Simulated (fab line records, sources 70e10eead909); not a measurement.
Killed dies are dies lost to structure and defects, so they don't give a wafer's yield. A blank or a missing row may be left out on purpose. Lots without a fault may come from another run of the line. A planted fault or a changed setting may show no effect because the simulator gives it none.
One fault seen from 2 desks | flow nand_harc | each desk has only its own numbers; what lay behind them comes last

THE DEFECT DESK
What the inspections along the route counted, lot by lot: means of the sampled wafers that have a number. A lot is out of limits, marked OUT, if its mean lies more than 4 standard deviations from the usual mean; the brackets give that distance.
Columns: A = raw_defect_count at NHARC_P_START_INSPECT_01, usual 3.5
lot  | first seen here | A
L581 | day 1 12:02     | 2.0
L584 | day 2 06:02     | 3.0
L585 | day 2 12:02     | 3.7
L587 | day 3 00:02     | 2.7
L588 | day 3 06:02     | 6.0
L589 | day 3 12:02     | 2.7
L590 | day 3 18:02     | 3.0
L592 | day 4 06:02     | 2.7
L594 | day 4 18:02     | 2.3
L596 | day 5 06:02     | 2.5
L597 | day 5 12:02     | 3.0
L599 | day 6 00:02     | 4.0
L603 | day 7 00:02     | 4.7
This desk's finding: nothing out of limits on any of the 13 lots.

THE METROLOGY DESK
What the gauges read, lot by lot, whatever tool the lot ran on: means of the sampled wafers that have a number. A lot is out of limits, marked OUT, if its mean lies more than 4 standard deviations from the usual mean; the brackets give that distance.
Columns: A = cd_nm at NHARC_P_ZERO_WELL_CD_MEAS_37, usual 720.0 nm
lot  | first seen here | A
L581 | day 1 16:08     | 719.8
L584 | day 2 09:59     | 719.3
L585 | day 2 16:13     | 721.4
L587 | day 3 04:22     | 718.6
L588 | day 3 10:07     | 719.7
L589 | day 3 16:16     | 719.0
L590 | day 3 22:19     | 721.1
L592 | day 4 09:51     | 721.7
L594 | day 4 22:19     | 721.4
L596 | day 5 10:02     | 728.0 (+4.4) OUT
L597 | day 5 16:01     | 727.9 (+4.4) OUT
L599 | day 6 04:17     | 727.1
L603 | day 7 04:18     | 720.9
This desk's finding: out of limits on L596, L597; first on L596, day 5 10:02 (cd_nm at NHARC_P_ZERO_WELL_CD_MEAS_37). In limits: L581, L584, L585, L587, L588, L589, L590, L592, L594, L599, L603.

PUT TOGETHER
The metrology desk could have raised an alarm at day 5 10:02, on L596, L597.
The defect desk saw nothing out of limits.
The defect desk has L596, L597 on record, within its limits.
Of the lots named, all ran NHARC_P_ZERO_WELL_EXPOSE_34 on krf_scanner-02.

WHAT THE SIMULATOR HAD PUT IN
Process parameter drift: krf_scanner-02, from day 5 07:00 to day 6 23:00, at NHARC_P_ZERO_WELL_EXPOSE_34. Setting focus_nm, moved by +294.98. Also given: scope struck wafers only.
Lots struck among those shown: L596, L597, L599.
Hours from the fault's start to each desk's first reading out of limits: the metrology desk, 3.
